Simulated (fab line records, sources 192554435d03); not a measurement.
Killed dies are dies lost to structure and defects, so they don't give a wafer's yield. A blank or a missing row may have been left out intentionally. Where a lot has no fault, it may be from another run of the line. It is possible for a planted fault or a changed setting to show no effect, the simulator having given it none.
What tool caused it? + flow n5Finfet + 42 wafers from 14 lots sampled at 9 of the route's 1938 steps

## WHAT EACH GAUGE READ, for each wafer
N5_FIN_SAQP_CD_MEAS_31: the cd target is 8 nm. Usual: cdNm 8.08 nm, standard deviation 0.23.
| lot  | measured    | on       | cdNm (nm)      | flag |
|------|-------------|----------|----------------|------|
| L260 | day 2 13:51 | cdSem-02 | 7.74 7.96 7.97 |      |
| L261 | day 2 20:36 | cdSem-02 | 7.96 8.23 7.56 |      |
| L262 | day 3 01:40 | cdSem-03 | 8.57 8.14 8.20 |      |
| L265 | day 3 21:14 | cdSem-03 | 8.17 8.01 8.32 |      |
| L266 | day 4 01:26 | cdSem-03 | 8.72 8.19 8.00 |      |
| L267 | day 4 08:53 | cdSem-02 | 8.35 8.33 7.88 |      |
| L268 | day 4 14:34 | cdSem-02 | 8.11 7.87 8.52 |      |
| L269 | day 4 20:59 | cdSem-03 | 7.97 8.35 8.26 |      |
| L270 | day 5 03:48 | cdSem-01 | 8.43 8.10 8.14 |      |
| L272 | day 5 16:17 | cdSem-02 | 8.19 8.30 4.44 | OFF  |
| L273 | day 5 19:55 | cdSem-01 | 4.48 8.14 7.95 | OFF  |
| L274 | day 6 03:21 | cdSem-03 | 7.71 8.41 7.72 |      |
| L280 | day 7 13:44 | cdSem-02 | 7.95 7.79 8.29 |      |
| L281 | day 7 20:25 | cdSem-02 | 7.66 7.99 8.36 |      |

N5_FIN_SAQP_CD_MEAS_37: the cd target is 8 nm. Usual: cdNm 8.07 nm, standard deviation 0.28.
| lot  | measured    | on       | cdNm (nm)      | flag |
|------|-------------|----------|----------------|------|
| L260 | day 2 14:18 | cdSem-02 | 8.12 7.41 7.73 |      |
| L261 | day 2 21:03 | cdSem-01 | 8.03 8.04 8.02 |      |
| L262 | day 3 02:07 | cdSem-02 | 8.85 7.98 7.88 |      |
| L265 | day 3 21:42 | cdSem-03 | 8.32 7.83 8.44 |      |
| L266 | day 4 01:54 | cdSem-01 | 8.31 8.16 8.25 |      |
| L267 | day 4 09:21 | cdSem-01 | 8.24 7.80 8.26 |      |
| L268 | day 4 15:16 | cdSem-03 | 8.08 8.02 7.60 |      |
| L269 | day 4 21:27 | cdSem-02 | 7.54 8.40 8.21 |      |
| L270 | day 5 04:15 | cdSem-03 | 8.29 8.01 8.06 |      |
| L272 | day 5 16:56 | cdSem-01 | 8.66 7.92 4.18 | OFF  |
| L273 | day 5 20:22 | cdSem-03 | 4.95 8.10 8.06 | OFF  |
| L274 | day 6 03:48 | cdSem-01 | 8.60 8.22 8.02 |      |
| L280 | day 7 14:22 | cdSem-02 | 8.18 7.78 7.84 |      |
| L281 | day 7 20:58 | cdSem-03 | 7.65 8.34 8.14 |      |

N5_STI_FIN_REVEAL_CD_MEAS_22: target cd 6.238 nm, pitch 28 nm. Usual: cdNm 6.21 nm, standard deviation 0.29.
| lot  | measured    | on       | cdNm (nm)      | flag |
|------|-------------|----------|----------------|------|
| L260 | day 3 00:28 | cdSem-02 | 6.19 6.10 5.96 |      |
| L261 | day 3 09:28 | cdSem-01 | 5.93 6.17 6.39 |      |
| L262 | day 3 13:31 | cdSem-03 | 6.07 6.55 6.20 |      |
| L265 | day 4 08:16 | cdSem-01 | 6.66 5.87 6.74 |      |
| L266 | day 4 12:36 | cdSem-01 | 6.57 6.46 6.22 |      |
| L267 | day 4 20:32 | cdSem-03 | 5.84 6.34 5.95 |      |
| L268 | day 5 04:09 | cdSem-03 | 6.03 5.82 6.43 |      |
| L269 | day 5 08:43 | cdSem-03 | 6.28 5.97 6.72 |      |
| L270 | day 5 16:11 | cdSem-03 | 6.32 5.97 6.53 |      |
| L272 | day 6 03:10 | cdSem-01 | 6.08 6.08 3.02 | OFF  |
| L273 | day 6 07:14 | cdSem-03 | 3.26 6.14 6.31 | OFF  |
| L274 | day 6 14:32 | cdSem-02 | 6.58 6.57 5.91 |      |
| L280 | day 8 02:56 | cdSem-01 | 6.48 6.58 6.55 |      |
| L281 | day 8 08:08 | cdSem-02 | 5.72 6.36 5.99 |      |

N5_BEOL_M4_RC_MEAS_101. Usual: DIBL_N 35.9 mV/V, standard deviation 1.9; DIBL_P 35.8 mV/V, standard deviation 2.4; IOFF_N 0.15 nA/um, standard deviation 0.031; IOFF_N_85C 3.0 nA/um, standard deviation 0.51; IOFF_N_LIN 0.071 nA/um, standard deviation 0.012; IOFF_P 0.21 nA/um, standard deviation 0.037; IOFF_P_85C 3.6 nA/um, standard deviation 0.53; IOFF_P_LIN 0.098 nA/um, standard deviation 0.014; ION_N 672 uA/um, standard deviation 13; ION_P 462 uA/um, standard deviation 8.3; SS_N 71.5 mV/dec, standard deviation 0.72; SS_P 73.2 mV/dec, standard deviation 0.67; VT_N 250 mV, standard deviation 3.4; VT_N_LVT 99 mV, standard deviation 3.3; VT_P -250 mV, standard deviation 3.4; VT_P_LVT -99.3 mV, standard deviation 2.9.
| lot  | measured     | on        | DIBL_N (mV/V)  | DIBL_P (mV/V)  | IOFF_N (nA/um) | IOFF_N_85C (nA/um) | IOFF_N_LIN (nA/um) | IOFF_P (nA/um) | IOFF_P_85C (nA/um) | IOFF_P_LIN (nA/um) | ION_N (uA/um) | ION_P (uA/um) | SS_N (mV/dec)  | SS_P (mV/dec)  | VT_N (mV)   | VT_N_LVT (mV) | VT_P (mV)      | VT_P_LVT (mV)        | flag |
|------|--------------|-----------|----------------|----------------|----------------|--------------------|--------------------|----------------|--------------------|--------------------|---------------|---------------|----------------|----------------|-------------|---------------|----------------|----------------------|------|
| L260 | day 8 16:59  | prober-02 | 32.8 33.6 32.4 | 33.2 34.1 32.9 | 0.11 0.11 0.10 | 2.3 2.2 2.1        | 0.055 0.052 0.049  | 0.14 0.14 0.13 | 2.5 2.5 2.4        | 0.070 0.070 0.067  | 650 640 651   | 452 435 444   | 70.8 70.8 70.5 | 72.9 73.1 72.6 | 255 259 258 | 102 105 105   | -258 -259 -258 | -105.8 -106.0 -106.9 |      |
| L261 | day 9 05:14  | prober-02 | 35.8 37.4 35.5 | 35.0 36.8 34.3 | 0.13 0.16 0.13 | 2.6 3.1 2.6        | 0.062 0.074 0.064  | 0.18 0.22 0.18 | 3.2 3.7 3.2        | 0.089 0.100 0.089  | 661 669 669   | 453 462 459   | 71.1 72.1 71.0 | 72.7 73.6 73.0 | 251 252 252 | 102 98 101    | -252 -250 -251 | -100.7 -99.1 -100.5  |      |
| L262 | day 9 12:59  | prober-01 | 37.3 36.3 36.6 | 37.0 33.6 35.0 | 0.16 0.15 0.14 | 3.1 2.9 2.8        | 0.076 0.068 0.067  | 0.24 0.19 0.21 | 4.1 3.3 3.6        | 0.110 0.092 0.099  | 672 658 661   | 469 450 461   | 71.5 72.1 72.0 | 73.0 73.0 73.7 | 253 252 251 | 99 100 99     | -246 -252 -251 | -96.0 -100.2 -98.1   |      |
| L265 | day 9 11:01  | prober-02 | 35.9 33.1 36.3 | 36.7 32.7 36.9 | 0.16 0.11 0.17 | 3.1 2.2 3.3        | 0.075 0.055 0.080  | 0.22 0.16 0.22 | 3.8 2.9 3.9        | 0.104 0.084 0.106  | 684 657 678   | 462 456 460   | 70.7 70.2 71.2 | 73.4 71.7 73.2 | 248 252 247 | 98 104 96     | -252 -254 -248 | -99.3 -101.9 -98.5   |      |
| L266 | day 9 13:34  | prober-02 | 36.2 39.5 36.9 | 38.6 41.0 38.6 | 0.18 0.23 0.18 | 3.4 4.2 3.4        | 0.085 0.100 0.081  | 0.23 0.26 0.21 | 3.8 4.3 3.6        | 0.102 0.109 0.094  | 695 689 679   | 470 451 456   | 72.5 73.2 72.7 | 73.3 75.1 74.0 | 245 245 248 | 95 94 96      | -250 -253 -254 | -99.7 -99.2 -101.2   |      |
| L267 | day 10 04:37 | prober-02 | 37.3 40.0 34.2 | 35.6 39.7 33.6 | 0.15 0.20 0.11 | 3.0 3.9 2.3        | 0.068 0.087 0.055  | 0.20 0.27 0.18 | 3.4 4.5 3.1        | 0.098 0.120 0.091  | 661 683 652   | 455 464 455   | 72.2 73.4 71.5 | 73.8 73.9 72.0 | 252 248 255 | 103 98 106    | -250 -249 -252 | -100.5 -97.1 -102.5  |      |
| L268 | day 10 09:46 | prober-01 | 35.1 33.3 36.9 | 35.3 33.8 37.2 | 0.13 0.11 0.16 | 2.7 2.2 3.0        | 0.065 0.055 0.074  | 0.17 0.15 0.20 | 3.2 2.9 3.6        | 0.086 0.078 0.095  | 665 658 675   | 456 457 459   | 70.7 70.6 72.0 | 72.8 73.1 73.7 | 253 255 251 | 101 105 100   | -254 -257 -251 | -101.8 -102.9 -100.5 |      |
| L269 | day 11 04:35 | prober-02 | 37.5 36.8 39.8 | 36.0 35.3 39.6 | 0.17 0.16 0.23 | 3.3 3.1 4.2        | 0.080 0.074 0.102  | 0.22 0.21 0.31 | 3.8 3.7 5.1        | 0.106 0.106 0.139  | 689 670 699   | 475 464 482   | 71.7 71.8 72.4 | 72.8 72.9 73.8 | 248 248 243 | 97 98 92      | -247 -246 -241 | -98.1 -98.9 -92.5    |      |
| L270 | day 11 13:04 | prober-01 | 38.2 34.0 36.5 | 38.1 32.7 35.6 | 0.20 0.13 0.17 | 3.8 2.6 3.4        | 0.090 0.062 0.075  | 0.28 0.19 0.24 | 4.6 3.4 4.1        | 0.127 0.097 0.114  | 686 665 675   | 473 461 469   | 71.8 70.9 70.3 | 74.0 72.1 73.5 | 245 251 250 | 94 100 96     | -246 -249 -246 | -94.3 -97.6 -95.1    |      |
| L272 | day 11 21:35 | prober-01 | 34.7 36.6 13.7 | 34.6 36.6 5.3  | 0.13 0.15 0.01 | 2.7 3.0 0.2        | 0.063 0.073 0.005  | 0.18 0.20 0.02 | 3.3 3.6 0.4        | 0.091 0.099 0.015  | 674 669 510   | 464 457 381   | 70.5 71.8 66.6 | 73.1 72.7 65.3 | 248 251 306 | 101 99 154    | -256 -250 -284 | -99.6 -98.8 -132.5   | OFF  |
| L273 | day 11 16:10 | prober-01 | 16.4 38.1 36.4 | 10.4 38.9 37.9 | 0.01 0.21 0.17 | 0.3 3.9 3.3        | 0.007 0.086 0.080  | 0.03 0.25 0.22 | 0.6 4.2 3.9        | 0.022 0.112 0.105  | 522 670 684   | 389 463 469   | 67.7 72.7 71.6 | 65.7 72.8 74.0 | 296 247 251 | 145 97 97     | -277 -244 -247 | -126.6 -97.4 -97.5   | OFF  |
| L274 | day 12 00:19 | prober-01 | 35.3 35.6 34.8 | 36.0 35.1 35.6 | 0.14 0.14 0.13 | 2.8 2.8 2.7        | 0.067 0.066 0.062  | 0.21 0.19 0.20 | 3.7 3.3 3.6        | 0.102 0.093 0.099  | 675 669 666   | 473 460 461   | 70.9 70.4 71.4 | 73.6 73.2 72.9 | 251 252 254 | 99 102 101    | -248 -250 -251 | -97.6 -100.6 -97.7   |      |
| L280 | day 13 22:01 | prober-01 | 38.1 37.9 35.8 | 39.6 38.2 37.0 | 0.19 0.18 0.15 | 3.6 3.5 2.9        | 0.087 0.084 0.071  | 0.26 0.23 0.20 | 4.3 3.9 3.5        | 0.115 0.103 0.096  | 677 696 674   | 462 474 464   | 72.5 72.1 71.2 | 74.5 74.2 74.0 | 246 249 251 | 95 96 100     | -246 -248 -251 | -96.4 -99.4 -100.4   |      |
| L281 | day 14 01:53 | prober-02 | 34.6 36.8 36.9 | 33.6 35.7 35.7 | 0.13 0.17 0.16 | 2.6 3.3 3.1        | 0.064 0.081 0.076  | 0.20 0.23 0.23 | 3.4 4.0 3.8        | 0.102 0.115 0.112  | 674 690 682   | 473 475 473   | 70.6 71.4 71.3 | 72.7 73.0 72.5 | 250 249 253 | 102 97 100    | -251 -247 -247 | -99.1 -95.6 -97.6    |      |

## EACH LOT AND THE TOOL THAT RAN IT (in order: tool; ch and the chambers of the sampled wafers; start)
| lot  | N5_FIN_SAQP_ETCH_52              | N5_FIN_SAQP_HM_OPEN_73           | N5_FIN_SAQP_STRIP_55             | N5_FIN_SAQP_SPACER2_ALD_28      | N5_FIN_SAQP_HM_CD_35  |
|------|----------------------------------|----------------------------------|----------------------------------|---------------------------------|-----------------------|
| L260 | rieDiel-05 ch 0,1,2, day 2 09:23 | rieDiel-05 ch 0,1,2, day 2 09:29 | rieDiel-05 ch 0,1,2, day 2 09:41 | aldSin-03 ch 1,3, day 2 13:20   | cdSem-03, day 2 14:07 |
| L261 | rieDiel-06 ch 0,3, day 2 16:57   | rieDiel-06 ch 0,3, day 2 17:04   | rieDiel-04 ch 0,1, day 2 17:15   | aldSin-02 ch 0,1,3, day 2 20:04 | cdSem-01, day 2 20:52 |
| L262 | rieDiel-06 ch 1,2,3, day 2 21:47 | rieDiel-06 ch 1,2,3, day 2 21:53 | rieDiel-05 ch 0,3, day 2 22:10   | aldSin-01 ch 0,1, day 3 01:08   | cdSem-01, day 3 01:55 |
| L265 | rieDiel-04 ch 0,3, day 3 17:28   | rieDiel-04 ch 0,3, day 3 17:34   | rieDiel-04 ch 1,2,3, day 3 17:45 | aldSin-01 ch 1,2,3, day 3 20:43 | cdSem-03, day 3 21:31 |
| L266 | rieDiel-06 ch 0,1,2, day 3 21:48 | rieDiel-06 ch 0,1,2, day 3 21:55 | rieDiel-06 ch 0,2, day 3 22:05   | aldSin-02 ch 0,2, day 4 00:51   | cdSem-03, day 4 01:43 |
| L267 | rieDiel-06 ch 0,1, day 4 04:29   | rieDiel-06 ch 0,1, day 4 04:35   | rieDiel-05 ch 0,1, day 4 04:47   | aldSin-01 ch 0,2,3, day 4 08:22 | cdSem-03, day 4 09:10 |
| L268 | rieDiel-05 ch 0,2,3, day 4 10:13 | rieDiel-05 ch 0,2,3, day 4 10:19 | rieDiel-04 ch 0,1,2, day 4 10:31 | aldSin-01 ch 0,2,3, day 4 14:02 | cdSem-02, day 4 15:05 |
| L269 | rieDiel-05 ch 0,1,2, day 4 15:59 | rieDiel-05 ch 0,1,2, day 4 16:05 | rieDiel-04 ch 1,2,3, day 4 16:16 | aldSin-03 ch 1,2,3, day 4 20:28 | cdSem-02, day 4 21:16 |
| L270 | rieDiel-06 ch 0,1,3, day 4 22:19 | rieDiel-06 ch 0,1,3, day 4 22:25 | rieDiel-04 ch 0,1,2, day 4 22:36 | aldSin-03 ch 1,2,3, day 5 03:15 | cdSem-01, day 5 04:04 |
| L272 | rieDiel-04 ch 1,2,3, day 5 12:47 | rieDiel-04 ch 1,2,3, day 5 12:53 | rieDiel-05 ch 0,2,3, day 5 13:05 | aldSin-03 ch 0,1,2, day 5 15:44 | cdSem-01, day 5 16:44 |
| L273 | rieDiel-06 ch 0,2,3, day 5 16:21 | rieDiel-06 ch 0,2,3, day 5 16:27 | rieDiel-05 ch 0,1,2, day 5 16:43 | aldSin-03 ch 0,1,3, day 5 19:23 | cdSem-01, day 5 20:11 |
| L274 | rieDiel-04 ch 1,2, day 5 23:03   | rieDiel-04 ch 1,2, day 5 23:10   | rieDiel-06 ch 0,1, day 5 23:20   | aldSin-01 ch 0,1,3, day 6 02:45 | cdSem-01, day 6 03:37 |
| L280 | rieDiel-05 ch 0,2,3, day 7 09:55 | rieDiel-05 ch 0,2,3, day 7 10:01 | rieDiel-04 ch 0,1, day 7 10:12   | aldSin-01 ch 1,2,3, day 7 13:13 | cdSem-01, day 7 14:11 |
| L281 | rieDiel-04 ch 2,3, day 7 15:59   | rieDiel-04 ch 2,3, day 7 16:05   | rieDiel-04 ch 2,3, day 7 16:17   | aldSin-01 ch 1,2, day 7 19:52   | cdSem-02, day 7 20:46 |
- N5_FIN_SAQP_ETCH_52: etches SOC in N2/H2, target depth 100 nm, overetch 20 nm, time 150 s.
- N5_FIN_SAQP_HM_OPEN_73: chemistry CHF3/O2, target SiO2, stops on a-Si, target depth 12 nm, time 16.8 s.
- N5_FIN_SAQP_STRIP_55: strips in N2/H2.
- N5_FIN_SAQP_SPACER2_ALD_28: deposits SiO2, target thk 8.1 nm, pulse time 1 s, purge time 2 s.
- N5_FIN_SAQP_HM_CD_35: target cd 8 nm.

## AS READ BY THE TOOLS THEMSELVES (means over the sampled wafers that have a number; for cases with no such wafer, the mark the record gives instead)
N5_FIN_SAQP_ETCH_52. Usual: drypumpMotorCurrentA 5.7 A, standard deviation 0.52; oesProductAu 0.69 a.u., standard deviation 0.063; rfVppV 523.3 V, standard deviation 2.8; showerheadPlenumPTorr 2.52 Torr, standard deviation 0.097; tempC 40.03 C, standard deviation 0.11; throttleValvePct 17.91 %, standard deviation 0.22.
| lot  | tool       | drypumpMotorCurrentA (A) | oesProductAu (a.u.) | rfVppV (V) | showerheadPlenumPTorr (Torr) | tempC (C) | throttleValvePct (%) | flag |
|------|------------|--------------------------|---------------------|------------|------------------------------|-----------|----------------------|------|
| L260 | rieDiel-05 | 6.1                      | 0.72                | 524.0      | 2.52                         | 40.03     | 17.94                |      |
| L261 | rieDiel-06 | 6.0                      | 0.63                | 523.1      | 2.52                         | 40.10     | 18.08                |      |
| L262 | rieDiel-06 | 5.4                      | 0.65                | 522.7      | 2.48                         | 39.96     | 17.88                |      |
| L265 | rieDiel-04 | 5.7                      | 0.69                | 525.2      | 2.61                         | 40.02     | 18.05                |      |
| L266 | rieDiel-06 | 5.9                      | 0.64                | 522.4      | 2.48                         | 40.03     | 17.90                |      |
| L267 | rieDiel-06 | 6.2                      | 0.64                | 521.1      | 2.46                         | 40.08     | 18.03                |      |
| L268 | rieDiel-05 | 5.9                      | 0.71                | 524.4      | 2.55                         | 39.98     | 17.83                |      |
| L269 | rieDiel-05 | 6.1                      | 0.70                | 522.5      | 2.52                         | 40.04     | 17.96                |      |
| L270 | rieDiel-06 | 5.7                      | 0.64                | 521.0      | 2.45                         | 40.01     | 18.02                |      |
| L272 | rieDiel-04 | 5.2                      | 0.72                | 524.6      | 2.56                         | 39.95     | 17.95                |      |
| L273 | rieDiel-06 | 5.7                      | 0.71                | 524.0      | 2.53                         | 40.06     | 17.88                |      |
| L274 | rieDiel-04 | 5.5                      | 0.76                | 526.2      | 2.60                         | 40.05     | 17.94                |      |
| L280 | rieDiel-05 | 5.9                      | 0.69                | 523.1      | 2.54                         | 40.05     | 17.88                |      |
| L281 | rieDiel-04 | 4.9                      | 0.66                | 522.9      | 2.50                         | 40.04     | 18.01                |      |

N5_FIN_SAQP_HM_OPEN_73. Usual: CHF3_flow_sccm 49.99 sccm, standard deviation 0.15; drypumpMotorCurrentA 5.7 A, standard deviation 0.51; oesProductAu 0.46 a.u., standard deviation 0.042; rfVppV 524 V, standard deviation 11; showerheadPlenumPTorr 2.39 Torr, standard deviation 0.086; throttleValvePct 18.90 %, standard deviation 0.18.
| lot  | tool       | CHF3_flow_sccm (sccm) | drypumpMotorCurrentA (A) | oesProductAu (a.u.) | rfVppV (V) | showerheadPlenumPTorr (Torr) | throttleValvePct (%) | flag |
|------|------------|-----------------------|--------------------------|---------------------|------------|------------------------------|----------------------|------|
| L260 | rieDiel-05 | 50.03                 | 6.1                      | 0.48                | 528        | 2.38                         | 18.87                |      |
| L261 | rieDiel-06 | 49.92                 | 6.0                      | 0.42                | 523        | 2.39                         | 18.93                |      |
| L262 | rieDiel-06 | 50.01                 | 5.4                      | 0.43                | 522        | 2.35                         | 18.91                |      |
| L265 | rieDiel-04 | 49.88                 | 5.6                      | 0.46                | 522        | 2.46                         | 18.95                |      |
| L266 | rieDiel-06 | 49.94                 | 5.9                      | 0.44                | 522        | 2.36                         | 18.90                |      |
| L267 | rieDiel-06 | 49.75                 | 6.2                      | 0.43                | 519        | 2.34                         | 18.95                |      |
| L268 | rieDiel-05 | 50.06                 | 5.9                      | 0.48                | 536        | 2.41                         | 18.82                |      |
| L269 | rieDiel-05 | 50.15                 | 6.1                      | 0.46                | 526        | 2.37                         | 18.89                |      |
| L270 | rieDiel-06 | 50.04                 | 5.7                      | 0.43                | 522        | 2.33                         | 18.98                |      |
| L272 | rieDiel-04 | 49.89                 | 5.2                      | 0.48                | 522        | 2.43                         | 18.98                |      |
| L273 | rieDiel-06 | 50.08                 | 5.7                      | 0.47                | 525        | 2.40                         | 18.81                |      |
| L274 | rieDiel-04 | 49.81                 | 5.5                      | 0.50                | 515        | 2.48                         | 19.00                |      |
| L280 | rieDiel-05 | 50.04                 | 5.9                      | 0.46                | 536        | 2.40                         | 18.86                |      |
| L281 | rieDiel-04 | 49.96                 | 4.9                      | 0.44                | 529        | 2.38                         | 19.01                |      |

N5_FIN_SAQP_STRIP_55. Usual: drypumpMotorCurrentA 5.7 A, standard deviation 0.55; oesProductAu 0.78 a.u., standard deviation 0.07; rfVppV 121.9 V, standard deviation 1.3; showerheadPlenumPTorr 3.36 Torr, standard deviation 0.12; tempC 40.00 C, standard deviation 0.11; throttleValvePct 19.0 %, standard deviation 0.42.
| lot  | tool       | drypumpMotorCurrentA (A) | oesProductAu (a.u.) | rfVppV (V) | showerheadPlenumPTorr (Torr) | tempC (C) | throttleValvePct (%) | flag |
|------|------------|--------------------------|---------------------|------------|------------------------------|-----------|----------------------|------|
| L260 | rieDiel-05 | 6.2                      | 0.80                | 120.4      | 3.33                         | 39.91     | 19.0                 |      |
| L261 | rieDiel-04 | 5.9                      | 0.72                | 122.2      | 3.47                         | 40.06     | 19.6                 |      |
| L262 | rieDiel-05 | 5.7                      | 0.79                | 122.0      | 3.36                         | 40.13     | 19.1                 |      |
| L265 | rieDiel-04 | 5.2                      | 0.82                | 122.1      | 3.39                         | 40.10     | 19.0                 |      |
| L266 | rieDiel-06 | 6.1                      | 0.70                | 121.9      | 3.37                         | 40.03     | 19.4                 |      |
| L267 | rieDiel-05 | 6.0                      | 0.77                | 121.3      | 3.26                         | 40.00     | 19.0                 |      |
| L268 | rieDiel-04 | 5.6                      | 0.82                | 122.3      | 3.48                         | 40.03     | 19.2                 |      |
| L269 | rieDiel-04 | 5.2                      | 0.81                | 122.4      | 3.38                         | 39.96     | 19.0                 |      |
| L270 | rieDiel-04 | 5.6                      | 0.81                | 123.5      | 3.48                         | 39.96     | 19.1                 |      |
| L272 | rieDiel-05 | 5.9                      | 0.79                | 121.1      | 3.36                         | 40.08     | 18.9                 |      |
| L273 | rieDiel-05 | 6.1                      | 0.78                | 122.6      | 3.32                         | 40.02     | 19.1                 |      |
| L274 | rieDiel-06 | 5.9                      | 0.73                | 120.5      | 3.16                         | 40.04     | 19.0                 |      |
| L280 | rieDiel-04 | 5.9                      | 0.79                | 122.7      | 3.49                         | 40.07     | 19.5                 |      |
| L281 | rieDiel-04 | 4.9                      | 0.71                | 122.5      | 3.39                         | 39.92     | 18.9                 |      |

N5_FIN_SAQP_SPACER2_ALD_28. Usual: heaterPowerW 456 W, standard deviation 41; precursorPulseHeightRel 1.002, standard deviation 0.02.
| lot  | tool      | heaterPowerW (W) | precursorPulseHeightRel | flag |
|------|-----------|------------------|-------------------------|------|
| L260 | aldSin-03 | 486              | 1.016                   |      |
| L261 | aldSin-02 | 467              | 1.005                   |      |
| L262 | aldSin-01 | 439              | 1.003                   |      |
| L265 | aldSin-01 | 429              | 1.008                   |      |
| L266 | aldSin-02 | 457              | 1.027                   |      |
| L267 | aldSin-01 | 420              | 0.989                   |      |
| L268 | aldSin-01 | 412              | 1.012                   |      |
| L269 | aldSin-03 | 492              | 0.981                   |      |
| L270 | aldSin-03 | 494              | 1.017                   |      |
| L272 | aldSin-03 | 506              | 1.007                   |      |
| L273 | aldSin-03 | 474              | 1.014                   |      |
| L274 | aldSin-01 | 437              | 0.998                   |      |
| L280 | aldSin-01 | 439              | 0.999                   |      |
| L281 | aldSin-01 | 446              | 1.018                   |      |

N5_FIN_SAQP_HM_CD_35. Usual: cdNm 8.13 nm, standard deviation 0.24.
| lot  | tool     | cdNm (nm) | flag |
|------|----------|-----------|------|
| L260 | cdSem-03 | 7.95      |      |
| L261 | cdSem-01 | 8.21      |      |
| L262 | cdSem-01 | 8.22      |      |
| L265 | cdSem-03 | 8.03      |      |
| L266 | cdSem-03 | 8.32      |      |
| L267 | cdSem-03 | 8.10      |      |
| L268 | cdSem-02 | 7.99      |      |
| L269 | cdSem-02 | 8.07      |      |
| L270 | cdSem-01 | 8.31      |      |
| L272 | cdSem-01 | 7.03      | OFF  |
| L273 | cdSem-01 | 7.03      | OFF  |
| L274 | cdSem-01 | 8.02      |      |
| L280 | cdSem-01 | 8.24      |      |
| L281 | cdSem-02 | 8.14      |      |

## THE ANSWER, worked out from the rows above alone
Rule: take the mean of a lot's wafers that have a number; if it is more than 3 standard deviations from the usual mean, the lot is off. A lot without any number at a reading at which 4 lots or more have one is off too. The other lots that the step has rows for count as sound. The gauges are gone through in route order, then the tools' own readings, and for those a lot's mean is taken as printed above. The first step at which some lot is off is used, and at that step the reading that is off furthest; a lot without a number counts as furthest.
Off: L272, L273 (N5_FIN_SAQP_CD_MEAS_31, cdNm).
A tool fits if, at a process step before that reading, it ran every lot that is off, and no sound lot after the first of them. Not tried: the gauges at N5_FIN_SAQP_CD_MEAS_31; whatever is off there is also off at N5_BEOL_M4_RC_MEAS_101, on other tools, and gauge error can't account for it. This does not decide it: 2 tools fit, namely rieDiel-05 at N5_FIN_SAQP_STRIP_55 and aldSin-03 at N5_FIN_SAQP_SPACER2_ALD_28.

## WHAT THE SIMULATOR HAD INSERTED
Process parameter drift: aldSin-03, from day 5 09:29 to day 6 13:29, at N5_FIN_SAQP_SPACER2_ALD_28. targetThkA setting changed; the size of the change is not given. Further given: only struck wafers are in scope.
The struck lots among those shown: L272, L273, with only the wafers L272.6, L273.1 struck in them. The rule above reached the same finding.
